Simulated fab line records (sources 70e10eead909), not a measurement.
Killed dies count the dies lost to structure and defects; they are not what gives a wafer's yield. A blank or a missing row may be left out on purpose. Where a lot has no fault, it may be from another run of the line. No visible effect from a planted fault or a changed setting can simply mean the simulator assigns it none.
A struck lot beside a sound one    flow nand-harc    22 out of 1302 route steps
Sound: these wafers, L124.1, L124.3, L124.4. Wafers L133.2, L133.5, L133.6 were the ones struck. The cause comes at the end.
For every step that has rows: the tool of each side, followed by ch and its chambers, followed by its first start. Under that, the readings that differ: sound wafers    struck wafers    difference of the means    sigmas: that difference in standard deviations of wafers without a fault.
alike: words and numbers the same on both sides, and readings whose means are apart by under 2 such deviations; not compared: readings that were withheld, readings missing a value for some wafer, numbers with overlapping values and no deviation given by the record, and bounds like >300 which may hide the same value.
A row with sigmas, a row that says differs or no value, or rows on one side alone: a step with any of these is where the two part. When numbers do not overlap yet have no deviation, they are printed without sigmas and do not part them. A reading missing from all wafers of one side parts the sides only when that side holds two or more wafers.

NHARC_A_CONTACT_CVD_19: deposits W, target thk 300 nm, time 802 s.
  sound: cvd-w-01 ch 1; struck: cvd-w-01 ch 0,1
  alike: chamber-pressure-Torr, heater-power-w, throttle-valve-pct
NHARC_A_CONTACT_CMP_20: polishes, t overpolish 30 s, target thk 300 nm.
  sound on cmp-04 ch 0,1,2, day 24 13:26; struck on cmp-04 ch 1,2, day 28 09:31
  alike: motor-current-A, overpolish-run-s, time-to-endpoint-s
after that, 1 step had no rows for these wafers: NHARC_A_CONTACT_SRD_22.
NHARC_A_CONTACT_INSPECT_23:
  struck on defect-inspect-01, day 28 09:55; sound on defect-inspect-01, day 24 13:50
  alike: raw-defect-count
then, 7 steps without rows for these wafers: NHARC_A_BLC_DEHYDRATE_00 (time 120 s); NHARC_A_BLC_HMDS_01 (time 30 s); NHARC_A_BLC_COAT_02 (time 75 s); NHARC_A_BLC_COAT_03 (time 65 s); NHARC_A_BLC_COAT_04 (resist thk 90 nm); NHARC_A_BLC_SOFTBAKE_05 (time 55 s); NHARC_A_BLC_EBR_06.
NHARC_A_BLC_EXPOSE_07: exposes mask A BLC, target cd 100 nm.
  sound on arfi-scanner-02 ch 0, day 24 14:13; struck on arfi-scanner-01 ch 0, day 28 10:17
reading               sound              struck             difference  sigmas
exposure-dose-mJ-cm2  67.96 67.97 67.87  72.46 72.49 72.53  +4.56       +69
  alike: mask
then, 2 steps without rows for these wafers: NHARC_A_BLC_PEB_08 (peb time 65 s); NHARC_A_BLC_DEVELOP_09 (develop time 35 s).
NHARC_A_BLC_CD_MEAS_10 targets a cd of 100 nm.
  sound on cd-sem-02 ch 0, day 24 14:21; struck on cd-sem-01 ch 0, day 28 10:26
reading     sound            struck             difference  sigmas
cd-nm (nm)  99.7 100.9 99.4  102.4 101.6 102.4  +2.1        +2
  not compared: hold
NHARC_A_BLC_OVL_MEAS_11:
  struck on overlay-02, day 28 10:31; sound on overlay-02, day 24 14:26
reading            sound        struck          difference  sigmas
overlay-y-nm (nm)  1.8 1.5 1.5  -0.7 -1.9 -1.6  -3.0        -4
  alike: overlay-x-nm
  not compared: hold
NHARC_A_BLC_INSPECT_12:
  struck on defect-inspect-01, day 28 10:33; sound on defect-inspect-01, day 24 14:28
  alike: raw-defect-count
NHARC_A_BLC_DESCUM_15: chemistry O2, time 3 s.
  sound on rie-diel-10 ch 0,1,3, day 24 14:32; struck on rie-diel-04 ch 0,1, day 28 10:37
reading                 sound              struck             difference  sigmas
model.A_BLC.cd-nm (nm)  99.79 100.6 100.3  101.7 101.6 101.6  +1.4        
  alike: drypump-motor-current-A, oes-product-au, rf-vpp-V, showerhead-plenum-p-Torr, throttle-valve-pct
  not compared: rf-hours-counter-h
NHARC_A_BLC_ETCH_16: etches the open film in CF4, target depth 39 nm, time 65 s.
  sound on rie-diel-10 ch 0,1,3, day 24 14:38; struck on rie-diel-04 ch 0,1,3, day 28 10:43
  alike: drypump-motor-current-A, oes-product-au, rf-vpp-V, showerhead-plenum-p-Torr, throttle-valve-pct
  not compared: rf-hours-counter-h
NHARC_A_BLC_ETCH_17: etches the open film in N2/H2, target depth 390 nm, time 609.38 s.
  sound: rie-diel-10 ch 0,1,3; struck: rie-diel-04 ch 0,1
reading                          sound              struck             difference  sigmas
rf-vpp-V (V)                     428.6 434.3 433.6  425.8 428.5 426.1  -5.4        -2
showerhead-plenum-p-Torr (Torr)  1.96 2.15 2.17     1.88 1.96 1.88     -0.19       -2
  alike: drypump-motor-current-A, oes-product-au, throttle-valve-pct
  not compared: rf-hours-counter-h, model.A_BLC.cd-nm
NHARC_A_BLC_ETCH_18: etches the open film in C4F8/O2/Ar, target depth 910 nm.
  sound: rie-diel-10 ch 0,1; struck: rie-diel-04 ch 1,2
  alike: oes-product-au, rf-vpp-V
  not compared: rf-hours-counter-h
-- record jumps: 2 days between struck wafers' starts before vs after; left off in module A_BLC, resumes in module END, first step shown is number 1302 of the route --
NHARC_END_SORT_01:
  only the struck wafers appear in the record here, on prober-02 ch 0 at day 30 10:58; the sound ones have no rows

## WHERE THEY PART
Last at NHARC_END_SORT_01 as far as this record goes, first at NHARC_A_BLC_EXPOSE_07.

WHY: whatever the simulator had introduced
Process parameter drift: arfi-scanner-01, from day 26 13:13 on, at NHARC_A_BLC_EXPOSE_07. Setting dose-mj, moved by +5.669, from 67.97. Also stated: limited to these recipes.
